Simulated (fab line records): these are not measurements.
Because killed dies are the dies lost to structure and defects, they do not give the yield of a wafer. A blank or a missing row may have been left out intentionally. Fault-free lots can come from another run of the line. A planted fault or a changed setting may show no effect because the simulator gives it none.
fab line records	flow n5_finfet
[record] lots = 7	wafers = 21
route steps=1938 shown FIN_SAQP@125 FIN_CUT@160 DUMMY_GATE@221 SDB@353 HKMG_FIN@424 MOL_CONTACT_COAG@581
start_h: hours from the record's opening day to when the first of the lot's shown wafers began	wait_h: hours elapsed since this lot's preceding step	" the same as in the row above	L1.1+2: a single row standing in for several wafers	- value missing, or start not given	* or withheld: withheld	< > ~ a bound
route shown NAME@n: NAME is a module with steps in the file, n the number in the route of the first one	usual: mean/standard deviation of fault-free wafers	same: alike in all rows	chamber/n: place in a boat	sites: each site's reading	_std_site: standard deviation of those values	_edge_site: mean of outer sites minus mean of inner sites	radius_mm: how far each site lies from the wafer's centre	mask NAME#n: copy n	behind: the last tool/chamber to shape the wafer	hold: what put the lot on hold/how long, in hours/how the hold closed	device: the n, p or np transistor that did not switch	end of line: the same wafers' tests at the end of the route	a step given without rows: its recipe and nothing more	killed: at the first sort, the dies lost to defects and structure; wafer yield is something else	map: per-die view of a wafer (x killed, . not killed, _ where there is no die)
set.NAME: the setting the step ran with; set.NAME@STEP: the setting that earlier step ran with	model.NAME: the simulator's own value behind a step, which no gauge read
lots with deliberately changed settings; one table per step, one row per wafer
[[steps]]
[step N5_FIN_SAQP_SPACER1_ALD_24]
[recipe] material = SiO2	target_thk_a = 203	temp_c = 300	ald_precursor_family = BDEAS	ald_co_reactant = O2-plasma	pulse_time_s = 1	purge_time_s = 2	co_reactant_purge_time_s = 2	ald_cycles = 218	pressure_torr = 2
lot.wafer	tool	chamber	start_h	wait_h	set.ald_cycles	model.SiO2_of_FIN_SAQP_SPACER1_ALD_24.thk_nm
L075.2	ald_sin-03	2	29.05	0.4	198	18.4
L075.4	"	0	"	"	218	20.2
L075.6	"	3	"	"	198	18.6
L076.2+4	ald_sin-01	0,2	35.52	0.4	184	17.2
L076.6	"	2	"	"	218	20.4
L079.1+6	ald_sin-01	1	54.80	0.3	236	22
L079.4	"	0	"	"	218	20.6
L083.2	ald_sin-01	1	80.73	1.0	218	20.4
L083.4	"	2	"	"	242	22.8
L083.5	"	3	"	"	242	22.6
L087.1	ald_sin-01	2	102.18	0.3	228	21.4
L087.5	"	1	"	"	228	21.2
L087.6	"	0	"	"	218	20.4
L092.1+6	ald_sin-03	3,2	132.97	0.3	197	18.4
L092.5	"	3	"	"	218	20.4
L096.2+3	ald_sin-01	1,0	157.38	0.9	218	20.2
L096.4	"	2	"	"	218	20.4
[step N5_FIN_SAQP_SPACER1_ETCHBACK_25]
[recipe] chemistry = CHF3/O2	mode = anisotropic_etchback	target = SiO2	target_depth_a = 244	time_s = 12.2	pressure_mtorr = 30	source_w = 650	bias_w = 170	Ar_flow_sccm = 200	CHF3_flow_sccm = 50	O2_flow_sccm = 5	ion_energy_ev = 200
[step N5_FIN_SAQP_MANDREL1_REMOVE_56]
[recipe] chemistry = HBr/Cl2/O2	bt_time_s = 10	target = a-Si	stop_on = SiNx	endpoint = OES-SiCl	over_etch_frac = 1	icp_w = 600	bias_w = 22	HBr_flow_sccm = 150	Cl2_flow_sccm = 80	O2_flow_sccm = 5	pressure_mtorr = 10
lot.wafer	tool	chamber	start_h	wait_h	set.ald_cycles@FIN_SAQP_SPACER1_ALD_24	model.FIN_SAQP.cd_nm
L075.2+6	rie_si-02	1,3	29.87	0.1	198	18.6
L075.4	"	0	"	"	218	20.2
L076.2	rie_si-06	1	36.36	0.1	184	17.2
L076.4	"	2	"	"	184	17
L076.6	"	2	"	"	218	20.2
L079.1	rie_si-06	0	55.67	0.1	236	22.2
L079.4	"	2	"	"	218	20.4
L079.6	"	1	"	"	236	21.8
L083.2	rie_si-06	3	81.78	0.1	218	20
L083.4+5	"	0	"	"	242	22.8
L087.1+5	rie_si-02	0,3	102.98	0.1	228	21.2
L087.6	"	0	"	"	218	20.2
L092.1	rie_si-06	2	133.89	0.1	197	18.4
L092.5	"	2	"	"	218	20.4
L092.6	"	3	"	"	197	18.2
L096.2+4	rie_si-02	3,0	158.18	0.1	218	20.4
L096.3	"	2	"	"	218	20.2
[step N5_FIN_SAQP_CD_MEAS_27]
[recipe] target_cd_nm = 20	landing_energy_ev = 1000	detector = se_inlens	polarity = line
[usual] cd_nm = 20.35/0.24
lot.wafer	tool	chamber	start_h	wait_h	set.ald_cycles@FIN_SAQP_SPACER1_ALD_24	cd_nm
L075.2	cd_sem-02	0	29.98	0.1	198	18.57
L075.4	"	0	"	"	218	20.22
L075.6	"	0	"	"	198	18.90
L076.2	cd_sem-01	0	36.49	0.1	184	17.16
L076.4	"	0	"	"	184	17.17
L076.6	"	0	"	"	218	20.43
L079.1	cd_sem-03	0	55.78	0.1	236	21.76
L079.4	"	0	"	"	218	20.43
L079.6	"	0	"	"	236	21.92
L083.2	cd_sem-02	0	81.90	0.1	218	20.17
L083.4	"	0	"	"	242	22.77
L083.5	"	0	"	"	242	22.96
L087.1	cd_sem-01	0	103.09	0.1	228	21.27
L087.5	"	0	"	"	228	21.06
L087.6	"	0	"	"	218	20.10
L092.1	cd_sem-03	0	134.00	0.1	197	18.49
L092.5	"	0	"	"	218	20.29
L092.6	"	0	"	"	197	18.37
L096.2	cd_sem-03	0	158.29	0.1	218	20.37
L096.3	"	0	"	"	218	20.33
L096.4	"	0	"	"	218	20.41
[step N5_FIN_CUT_EXPOSE_05]
[recipe] mask_id = FIN_CUT	na = 0.33	source_shape = annular	sigma_inner = 0.35	sigma_outer = 0.8	polarization = unpolarized	dose_mj = 45.75
lot.wafer	tool	chamber	start_h	wait_h	mask	set.dose_mj
L075.2+4	euv_scanner-01	0	33.04	-	FIN_CUT#0	44.12
L075.6	"	0	"	"	FIN_CUT#0	45.75
L076.2+4+6	euv_scanner-02	0	38.95	-	FIN_CUT#0	45.75
L079.1+6	euv_scanner-01	0	59.23	-	FIN_CUT#0	45.75
L079.4	"	0	"	"	FIN_CUT#0	47.02
L083.2+4+5	euv_scanner-01	0	84.52	-	FIN_CUT#0	45.75
L087.1+5+6	euv_scanner-01	0	105.42	-	FIN_CUT#0	45.75
L092.1	euv_scanner-01	0	136.52	-	FIN_CUT#0	45.75
L092.5+6	"	0	"	"	FIN_CUT#0	42.74
L096.2+3+4	euv_scanner-01	0	161.48	-	FIN_CUT#0	45.75
[step N5_FIN_CUT_PEB_06]
[recipe] peb_temp_c = 100	peb_time_s = 60	resist = CAR-EUV
[step N5_FIN_CUT_DEVELOP_07]
[recipe] develop_time_s = 30	developer = TMAH	resist = CAR-EUV	rinse_liquid = surfactant_rinse	dry = air_spin	dev_temp_c = 23
[step N5_FIN_CUT_CD_MEAS_08]
[recipe] target_cd_nm = 29.1	landing_energy_ev = 500	detector = se_inlens	polarity = opening
[usual] cd_nm = 29.15/0.27
lot.wafer	tool	chamber	start_h	wait_h	set.dose_mj@FIN_CUT_EXPOSE_05	cd_nm
L075.2	cd_sem-01	0	33.17	-	44.12	28.24
L075.4	"	0	"	"	44.12	28.01
L075.6	"	0	"	"	45.75	28.76
L076.2	cd_sem-03	0	39.08	-	45.75	29.37
L076.4	"	0	"	"	45.75	28.85
L076.6	"	0	"	"	45.75	29.20
L079.1	cd_sem-03	0	59.37	-	45.75	29.17
L079.4	"	0	"	"	47.02	29.64
L079.6	"	0	"	"	45.75	29.19
L083.2	cd_sem-02	0	84.65	-	45.75	28.92
L083.4	"	0	"	"	45.75	29.27
L083.5	"	0	"	"	45.75	28.88
L087.1	cd_sem-01	0	105.56	-	45.75	29.26
L087.5	"	0	"	"	45.75	29.29
L087.6	"	0	"	"	45.75	29.04
L092.1	cd_sem-01	0	136.65	-	45.75	29.28
L092.5	"	0	"	"	42.74	28.02
L092.6	"	0	"	"	42.74	28.39
L096.2	cd_sem-01	0	161.61	-	45.75	29.35
L096.3	"	0	"	"	45.75	29.00
L096.4	"	0	"	"	45.75	29.14
[step N5_DUMMY_GATE_PECVD_30]
[recipe] material = SiO2	target_thk_a = 550	temp_c = 400	precursor = TEOS/O2	pressure_torr = 6.5	rf_w = withheld	teos_flow_sccm = withheld	gas = O2	flow_sccm = 2650	time_s = 10.8
lot.wafer	tool	chamber	start_h	wait_h	set.time_s	model.SiO2_of_DUMMY_GATE_PECVD_30.thk_nm
L075.2	pecvd-03	0	51.51	0.0	10.8	55.2
L075.4	"	1	"	"	10.16	52.6
L075.6	"	0	"	"	10.16	51.6
L076.2	pecvd-04	0	56.99	0.0	10	51.4
L076.4	"	0	"	"	10.8	56.6
L076.6	"	2	"	"	10.8	55.4
L079.1	pecvd-04	1	77.50	0.0	10.8	54.6
L079.4	"	2	"	"	9.531	48.8
L079.6	"	0	"	"	9.531	48.4
L083.2	pecvd-03	1	102.73	0.0	10.8	54.6
L083.4	"	0	"	"	10.8	54.2
L083.5	"	1	"	"	10.8	55.4
L087.1	pecvd-03	1	126.70	0.0	10.8	55.2
L087.5	"	2	"	"	11.47	59.2
L087.6	"	0	"	"	11.47	58.6
L092.1	pecvd-04	1	154.80	0.0	10.8	53
L092.5	"	1	"	"	10.8	54.4
L092.6	"	0	"	"	10.8	55
L096.2	pecvd-04	0	181.56	0.0	10.8	55.4
L096.3	"	1	"	"	10.8	54.6
L096.4	"	1	"	"	10.8	55
[step N5_DUMMY_GATE_COAT_35]
[recipe] resist = SiARC	temp_c = 220	time_s = 60	spin_rpm = 1500	resist_thk_nm = 10
lot.wafer	tool	chamber	start_h	wait_h	set.spin_rpm	model.SiARC_of_DUMMY_GATE_COAT_35.thk_nm
L075.2	litho_track-03	0	-	-	1546	10
L075.4+6	"	0	"	"	1500	10
L076.2+6	litho_track-03	0	-	-	1500	10
L076.4	"	0	"	"	1395	10.4
L079.1+4	litho_track-03	0	-	-	1590	9.8
L079.6	"	0	"	"	1500	10
L083.2+4	litho_track-01	0	-	-	1500	10
L083.5	"	0	"	"	1347	10.6
L087.1+5	litho_track-04	0	-	-	1364	10.4
L087.6	"	0	"	"	1500	10
L092.1+5+6	litho_track-04	0	-	-	1500	10
L096.2+3+4	litho_track-04	0	-	-	1500	10
[step N5_DUMMY_GATE_COAT_28]
[recipe] resist = underlayer	temp_c = 205	time_s = 60	spin_rpm = 1500	resist_thk_nm = 10
[step N5_DUMMY_GATE_COAT_09]
[recipe] resist = CAR-EUV	spin_rpm = 1500	resist_thk_nm = 30
[step N5_DUMMY_GATE_ETCH_29]
[recipe] chemistry = N2/H2	target = underlayer	target_depth_a = 130	ion_energy_ev = 200	pressure_mtorr = 30	source_w = 840	bias_w = 150	n2_flow_sccm = 200	h2_flow_sccm = 200
[step N5_DUMMY_GATE_ETCH_36]
[recipe] chemistry = CF4	target = SiARC	target_depth_a = 130	pressure_mtorr = 40	source_w = 545	bias_w = 36	Ar_flow_sccm = 100	cf4_flow_sccm = 100	ion_energy_ev = 80
[step N5_DUMMY_GATE_ETCH_37]
[recipe] chemistry = N2/H2	target = SOC	target_depth_a = 600	overetch_a = 300	temp_c = 40	ion_energy_ev = 200	pressure_mtorr = 30	source_w = 840	bias_w = 150	n2_flow_sccm = 200	h2_flow_sccm = 200
lot.wafer	tool	chamber	start_h	wait_h	set.spin_rpm@DUMMY_GATE_COAT_35	model.SiARC_of_DUMMY_GATE_COAT_35.thk_nm
L075.2	rie_diel-05	1	52.11	0.0	1546	4.8
L075.4+6	"	0	"	"	1500	5.2
L076.2	rie_diel-05	1	57.89	0.0	1500	4.8
L076.4	"	0	"	"	1395	5.6
L076.6	"	3	"	"	1500	5
L079.1	rie_diel-03	0	78.10	0.0	1590	4.6
L079.4	"	1	"	"	1590	4.8
L079.6	"	3	"	"	1500	5.4
L083.2	rie_diel-04	2	103.33	0.0	1500	5.4
L083.4	"	3	"	"	1500	5.2
L083.5	"	3	"	"	1347	5.8
L087.1	rie_diel-04	2	127.79	0.0	1364	5.8
L087.5	"	0	"	"	1364	5.6
L087.6	"	3	"	"	1500	5.2
L092.1	rie_diel-05	1	155.56	0.0	1500	4.8
L092.5+6	"	3,2	"	"	1500	5
L096.2+3	rie_diel-05	2,3	182.16	0.0	1500	5
L096.4	"	0	"	"	1500	5.2
[step N5_DUMMY_GATE_STRIP_38]
[recipe] chemistry = N2/H2	temp_c = 40	n2_flow_sccm = 200	h2_flow_sccm = 200	rf_frequency_hz = 6e+07
[step N5_DUMMY_GATE_STRIP_39]
[recipe] chemistry = N2/H2	temp_c = 40	n2_flow_sccm = 200	h2_flow_sccm = 200	rf_frequency_hz = 6e+07
[step N5_DUMMY_GATE_STRIP_41]
[recipe] chemistry = O2	power_w = 400	temp_c = 40	pressure_mtorr = 30	rf_frequency_hz = 6e+07	bias_power_w = 0	overash_fraction = 0.3	o2_flow_sccm = 225
[step N5_DUMMY_GATE_HM_OPEN_21]
[recipe] chemistry = CH3F/O2	target = SiNx	target_depth_a = 1200	Ar_flow_sccm = 150	CH3F_flow_sccm = 30	O2_flow_sccm = 23	time_s = 171.4	pressure_mtorr = 30	source_w = 395	bias_w = 73	ion_energy_ev = 120.7
[step N5_DUMMY_GATE_ETCH_32]
[recipe] chemistry = CF4	target = SiO2	target_depth_a = 35	time_s = 3.9	ion_energy_ev = 350	pressure_mtorr = 10	icp_w = 800	bias_w = 400	cf4_flow_sccm = 80
lot.wafer	tool	chamber	start_h	wait_h	set.time_s@DUMMY_GATE_PECVD_30	model.SiO2_of_DUMMY_GATE_PECVD_30.thk_nm
L075.2	rie_si-04	0	52.64	0.1	10.8	42
L075.4	"	1	"	"	10.16	39
L075.6	"	2	"	"	10.16	38.2
L076.2	rie_si-05	3	58.42	0.1	10	38
L076.4	"	1	"	"	10.8	43.2
L076.6	"	1	"	"	10.8	42
L079.1	rie_si-05	1	78.76	0.1	10.8	41.6
L079.4	"	2	"	"	9.531	35.6
L079.6	"	1	"	"	9.531	35.4
L083.2	rie_si-05	1	103.87	0.1	10.8	41.8
L083.4	"	2	"	"	10.8	40.8
L083.5	"	2	"	"	10.8	42.6
L087.1	rie_si-04	1	128.53	0.1	10.8	41.6
L087.5	"	2	"	"	11.47	45.6
L087.6	"	1	"	"	11.47	44.8
L092.1	rie_si-05	3	156.12	0.1	10.8	40
L092.5+6	"	3,0	"	"	10.8	41.4
L096.2	rie_si-04	2	182.69	0.1	10.8	42.2
L096.3	"	1	"	"	10.8	41
L096.4	"	0	"	"	10.8	41.8
[step N5_SDB_EXPOSE_08]
[recipe] mask_id = SDB	na = 1.35	source_shape = conventional	sigma_outer = 0.5	polarization = unpolarized	dose_mj = 49.6
lot.wafer	tool	chamber	start_h	wait_h	mask	set.dose_mj
L075.2+6	arfi_scanner-01	0	72.40	-	SDB#0	49.6
L075.4	"	0	"	"	SDB#0	46.96
L076.2+4+6	arfi_scanner-03	0	76.46	-	SDB#0	49.6
L079.1+6	arfi_scanner-02	0	100.30	-	SDB#0	49.6
L079.4	"	0	"	"	SDB#0	51.29
L083.2+4+5	arfi_scanner-02	0	121.86	-	SDB#0	47.56
L087.1+6	arfi_scanner-01	0	147.84	-	SDB#0	49.6
L087.5	"	0	"	"	SDB#0	48.58
L092.1+6	arfi_scanner-01	0	174.14	-	SDB#0	49.6
L092.5	"	0	"	"	SDB#0	51.42
L096.2+3+4	arfi_scanner-01	0	202.35	-	SDB#0	49.6
[step N5_SDB_PEB_09]
[recipe] peb_temp_c = withheld	peb_time_s = 60	resist = CAR-ArF
[step N5_SDB_DEVELOP_10]
[recipe] develop_time_s = 30	developer = TMAH	resist = CAR-ArF	rinse_liquid = diw	dry = air_spin	dev_temp_c = 23
[step N5_SDB_CD_MEAS_11]
[recipe] target_cd_nm = 50	landing_energy_ev = 500	detector = se_inlens	polarity = opening
[usual] cd_nm = 50.3/1.6
lot.wafer	tool	chamber	start_h	wait_h	set.dose_mj@SDB_EXPOSE_08	cd_nm
L075.2	cd_sem-03	0	72.52	-	49.6	52.0
L075.4	"	0	"	"	46.96	45.6
L075.6	"	0	"	"	49.6	50.1
L076.2	cd_sem-02	0	76.58	-	49.6	48.0
L076.4	"	0	"	"	49.6	47.5
L076.6	"	0	"	"	49.6	46.3
L079.1	cd_sem-03	0	100.42	-	49.6	49.3
L079.4	"	0	"	"	51.29	55.4
L079.6	"	0	"	"	49.6	50.6
L083.2	cd_sem-02	0	121.98	-	47.56	48.1
L083.4	"	0	"	"	47.56	46.1
L083.5	"	0	"	"	47.56	45.3
L087.1	cd_sem-01	0	147.97	-	49.6	52.3
L087.5	"	0	"	"	48.58	48.5
L087.6	"	0	"	"	49.6	51.0
L092.1	cd_sem-02	0	174.26	-	49.6	51.3
L092.5	"	0	"	"	51.42	55.8
L092.6	"	0	"	"	49.6	51.1
L096.2	cd_sem-03	0	202.47	-	49.6	50.9
L096.3	"	0	"	"	49.6	50.2
L096.4	"	0	"	"	49.6	50.4
[step N5_HKMG_FIN_COAT_06]
[recipe] resist = CAR-ArF	spin_rpm = 1500	resist_thk_nm = 90
lot.wafer	tool	chamber	start_h	wait_h	set.spin_rpm	model.CAR-ArF_of_HKMG_FIN_COAT_06.thk_nm
L075.2	litho_track-05	0	-	-	1335	95.2
L075.4	"	0	"	"	1335	95
L075.6	"	0	"	"	1500	90
L076.2	litho_track-05	0	-	-	1500	90.2
L076.4	"	0	"	"	1500	90
L076.6	"	0	"	"	1405	92.8
L079.1+4+6	litho_track-02	0	-	-	1500	89.8
L083.2+5	litho_track-05	0	-	-	1449	91.4
L083.4	"	0	"	"	1500	90
L087.1+6	litho_track-03	0	-	-	1500	90
L087.5	"	0	"	"	1585	87.4
L092.1	litho_track-02	0	-	-	1500	90
L092.5	"	0	"	"	1657	85.6
L092.6	"	0	"	"	1500	90.2
L096.2+3+4	litho_track-02	0	-	-	1500	89.8
[step N5_MOL_CONTACT_COAG_ETCH_91]
[recipe] chemistry = N2/H2	target = SOC	target_depth_a = 600	overetch_a = 210	mask_material = SiARC	temp_c = 40	time_s = 101.2	ion_energy_ev = 200	pressure_mtorr = 30	source_w = 840	bias_w = 150	n2_flow_sccm = 200	h2_flow_sccm = 200
[usual] rf_vpp_V = 523.7/2.6
lot.wafer	tool	chamber	start_h	wait_h	set.source_w	rf_vpp_V
L075.2	rie_diel-02	1	111.06	0.0	705.2	551.4
L075.4	"	0	"	"	840	524.0
L075.6	"	3	"	"	705.2	555.0
L076.2	rie_diel-02	1	111.72	0.0	840	519.9
L076.4	"	3	"	"	840	522.9
L076.6	"	1	"	"	967.7	494.9
L079.1	rie_diel-06	2	132.56	0.0	946.4	504.2
L079.4	"	3	"	"	946.4	502.4
L079.6	"	3	"	"	946.4	501.3
L083.2	rie_diel-06	2	154.91	0.0	840	524.9
L083.4	"	3	"	"	706.9	551.7
L083.5	"	1	"	"	840	527.6
L087.1	rie_diel-01	2	179.69	0.0	840	520.6
L087.5	"	1	"	"	840	525.1
L087.6	"	2	"	"	840	521.4
L092.1	rie_diel-01	3	210.64	0.0	775.6	541.9
L092.5	"	1	"	"	840	524.0
L092.6	"	2	"	"	840	521.3
L096.2	rie_diel-01	3	236.79	0.0	840	527.6
L096.3	"	2	"	"	840	519.8
L096.4	"	0	"	"	840	521.4
[step N5_MOL_CONTACT_COAG_VIA_ETCH_46]
[recipe] chemistry = C4F6/O2	target_depth_a = 460	overetch_a = 92	mask_material = SOC	target = SiO2	bias_w = 455	pressure_mtorr = 10	time_s = 40	source_w = 325	Ar_flow_sccm = 300	C4F6_flow_sccm = 10	O2_flow_sccm = 10	ion_energy_ev = 575.3	ends = end_point
[usual] rf_vpp_V = 1586/35
lot.wafer	tool	chamber	start_h	wait_h	set.bias_w	rf_vpp_V
L075.2	rie_diel-02	1	111.18	0.0	455	1536
L075.4	"	0	"	"	455	1624
L075.6	"	3	"	"	455	1582
L076.2	rie_diel-02	1	111.85	0.0	455	1535
L076.4	"	3	"	"	455	1582
L076.6	"	1	"	"	386.6	1358
L079.1	rie_diel-06	2	132.68	0.0	529.1	1819
L079.4	"	3	"	"	455	1661
L079.6	"	3	"	"	529.1	1856
L083.2	rie_diel-06	2	155.04	0.0	455	1627
L083.4	"	3	"	"	455	1659
L083.5	"	1	"	"	455	1574
L087.1	rie_diel-01	2	179.82	0.0	455	1553
L087.5	"	1	"	"	406.3	1459
L087.6	"	2	"	"	406.3	1427
L092.1	rie_diel-01	3	210.77	0.0	455	1592
L092.5	"	1	"	"	523.1	1760
L092.6	"	2	"	"	455	1553
L096.2	rie_diel-01	3	236.92	0.0	455	1592
L096.3	"	2	"	"	455	1552
L096.4	"	0	"	"	455	1582
[[key]]
[split] step = N5_FIN_SAQP_SPACER1_ALD_24	setting = ald_cycles	stated = 218	by = wafer
[response] step = N5_FIN_SAQP_SPACER1_ALD_24	reading = model.SiO2_of_FIN_SAQP_SPACER1_ALD_24.thk_nm	change = +0.199	per = 1%	r = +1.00
[response] step = N5_FIN_SAQP_MANDREL1_REMOVE_56	reading = model.FIN_SAQP.cd_nm	change = +0.209	per = 1%	r = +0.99
[response] step = N5_FIN_SAQP_CD_MEAS_27	reading = cd_nm	change = +0.204	per = 1%	r = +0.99
[split] step = N5_FIN_CUT_EXPOSE_05	setting = dose_mj	stated = 45.75	by = wafer
[response] step = N5_FIN_CUT_CD_MEAS_08	reading = cd_nm	change = +0.166	per = 1%	r = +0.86
[split] step = N5_DUMMY_GATE_PECVD_30	setting = time_s	stated = 10.8	by = wafer
[response] step = N5_DUMMY_GATE_PECVD_30	reading = model.SiO2_of_DUMMY_GATE_PECVD_30.thk_nm	change = +0.547	per = 1%	r = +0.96
[response] step = N5_DUMMY_GATE_ETCH_32	reading = model.SiO2_of_DUMMY_GATE_PECVD_30.thk_nm	change = +0.556	per = 1%	r = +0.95
[split] step = N5_DUMMY_GATE_COAT_35	setting = spin_rpm	stated = 1500	by = wafer
[response] step = N5_DUMMY_GATE_COAT_35	reading = model.SiARC_of_DUMMY_GATE_COAT_35.thk_nm	change = -0.049	per = 1%	r = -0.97
[response] step = N5_DUMMY_GATE_ETCH_37	reading = model.SiARC_of_DUMMY_GATE_COAT_35.thk_nm	change = -0.0711	per = 1%	r = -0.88
[split] step = N5_SDB_EXPOSE_08	setting = dose_mj	stated = 49.6	by = wafer
[response] step = N5_SDB_CD_MEAS_11	reading = cd_nm	change = +1.23	per = 1%	r = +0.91
[split] step = N5_HKMG_FIN_COAT_06	setting = spin_rpm	stated = 1500	by = wafer
[response] step = N5_HKMG_FIN_COAT_06	reading = model.CAR-ArF_of_HKMG_FIN_COAT_06.thk_nm	change = -0.445	per = 1%	r = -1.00
[split] step = N5_MOL_CONTACT_COAG_ETCH_91	setting = source_w	stated = 840	by = wafer
[response] step = N5_MOL_CONTACT_COAG_ETCH_91	reading = rf_vpp_V	change = -1.78	per = 1%	r = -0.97
[split] step = N5_MOL_CONTACT_COAG_VIA_ETCH_46	setting = bias_w	stated = 455	by = wafer
[response] step = N5_MOL_CONTACT_COAG_VIA_ETCH_46	reading = rf_vpp_V	change = +11.9	per = 1%	r = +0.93
